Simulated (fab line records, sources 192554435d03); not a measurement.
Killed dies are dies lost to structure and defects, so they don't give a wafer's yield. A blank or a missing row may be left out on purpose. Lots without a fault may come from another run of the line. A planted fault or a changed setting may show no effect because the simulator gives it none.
A struck lot beside a sound one | flow n5_finfet | 36 steps out of a route of 1938
Sound: wafers L504.2, L504.3, L504.5. Struck: wafer L512.2. (L512.3, L512.5 of the same lot were not struck and are left out.) The cause comes at the end.
At each step with rows: each side's tool, then ch and its chambers, then its first start. Under that, the readings that differ: sound wafers | struck wafers | difference of the means | sigmas: that difference in standard deviations of wafers without a fault.
alike: readings whose means differ by less than 2 such deviations, and words and numbers that are the same on both sides. not compared: withheld readings, readings that some wafer has no value for, bounds like >300 that may hide the same value, and numbers for which the record gives no deviation and whose values overlap.
The two part at a step that has a row with sigmas, a row that says differs or no value, or rows on one side only. Numbers that don't overlap but have no deviation are shown without sigmas and don't part them. A reading that every wafer of one side lacks parts them only if that side has two wafers or more.

first, 9 steps without rows for these wafers: N5_BEOL_M4_ANNEAL_95 (time 240 s); N5_BEOL_M4_SPUTTER_96 (material Cu, target thk 4.5 nm, time 8.29 s); N5_BEOL_M4_ECD_50 (material Cu, target thk 300 nm); N5_BEOL_M4_ANNEAL_51 (time 90 s); N5_BEOL_M4_CMP_52 (polishes, stops on SiOC, t overpolish 6.8 s, target thk 40 nm); N5_BEOL_M4_PRE_CLEAN_60 (time 15 s); N5_BEOL_M4_CO_CAP_55 (material Co, precursor CCTBA/H2, target thk 2 nm, time 102.1 s); N5_BEOL_M4_PRE_CLEAN_56 (time 15 s); N5_BEOL_M4_DEP_57 (deposits SiCN from 3MS/NH3, target thk 8 nm, time 14 s).
N5_BEOL_M4_RC_MEAS_101:
  sound on prober-01 ch 0, day 9 12:53; struck on prober-02 ch 0, day 11 16:49
  reading        | sound          | struck | difference | sigmas
  IOFF_N (nA/um) | 0.13 0.12 0.16 | 0.20   | +0.06      | +2
  IOFF_P (nA/um) | 0.17 0.16 0.21 | 0.26   | +0.08      | +2
  VT_P (mV)      | -255 -258 -252 | -247   | +8         | +2
  alike: DIBL_N, DIBL_P, ION_N, ION_P, SS_N, SS_P, VT_N
then, 24 steps without rows for these wafers: N5_BEOL_M5_ILD_DEP_00 (deposits SiCOH lowk from DEMS/porogen, target thk 140.64 nm, time 25.9 s); N5_BEOL_M5_CURE_79 (cures SiCOH lowk, time 240 s); N5_BEOL_M5_PECVD_70 (deposits SiO2 from TEOS/O2, target thk 16 nm, time 18 s); N5_BEOL_M5_HM_DEP_02 (deposits TiN, target thk 20 nm); N5_BEOL_M5_COAT_59 (time 60 s, resist thk 60 nm); N5_BEOL_M5_COAT_60 (time 60 s, resist thk 12 nm); N5_BEOL_M5_COAT_71 (time 60 s, resist thk 5 nm); N5_BEOL_M5_COAT_05 (resist thk 30 nm); N5_BEOL_M5_EBR_07; N5_BEOL_M5_SOFTBAKE_06 (time 60 s); N5_BEOL_M5_EXPOSE_08 (exposes mask M5, target cd 28 nm); N5_BEOL_M5_PEB_09 (peb time 60 s); N5_BEOL_M5_DEVELOP_10 (develop time 30 s); N5_BEOL_M5_DESCUM_16 (chemistry O2, time 7 s); N5_BEOL_M5_ETCH_72 (etches underlayer in N2/H2, target depth 6.5 nm, time 5.2 s); N5_BEOL_M5_ETCH_61 (etches SiARC in CF4, target depth 15.6 nm, time 26 s); N5_BEOL_M5_ETCH_62 (etches SOC in N2/H2, target depth 75 nm, overetch 15 nm, time 112.5 s); N5_BEOL_M5_STRIP_63 (strips in N2/H2); N5_BEOL_M5_STRIP_73 (strips in N2/H2); N5_BEOL_M5_STRIP_64 (strips in CF4); N5_BEOL_M5_HM_OPEN_17 (chemistry Cl2/BCl3, target TiN, target depth 20 nm, overetch 6 nm); N5_BEOL_M5_STRIP_19 (strips in O2); N5_BEOL_M5_COAT_65 (time 60 s, resist thk 60 nm); N5_BEOL_M5_COAT_66 (time 60 s, resist thk 12 nm).
-- the record jumps here: 4 days lie between the struck wafers' starts before and after (it left off in module BEOL_M5 and takes up again in module PASSIVATION, whose first step shown is number 1910 of the route) --
N5_PASSIVATION_ETCH_59: etches TaN in Cl2/BCl3, target depth 65 nm, time 34.9 s.
  sound on rie_metal-01 ch 0,1, day 13 04:41; struck on rie_metal-01 ch 0, day 15 09:31
  reading                  | sound             | struck | difference | sigmas
  oes_product_au (a.u.)    | 0.84 0.84 0.67    | 0.58   | -0.20      | -2
  model.etch.depth_nm (nm) | 65.35 64.91 64.57 | 38.07  | -26.87     |
  alike: drypump_motor_current_A, throttle_valve_pct
  not compared: rf_hours_counter_h
N5_PASSIVATION_PROBE_49:
  the record has rows for the struck wafers here (prober-02, day 15 13:52) and none for the sound ones

WHERE THEY PART
First at N5_BEOL_M4_RC_MEAS_101; last, within this record, at N5_PASSIVATION_PROBE_49.

WHY: what the simulator had put in
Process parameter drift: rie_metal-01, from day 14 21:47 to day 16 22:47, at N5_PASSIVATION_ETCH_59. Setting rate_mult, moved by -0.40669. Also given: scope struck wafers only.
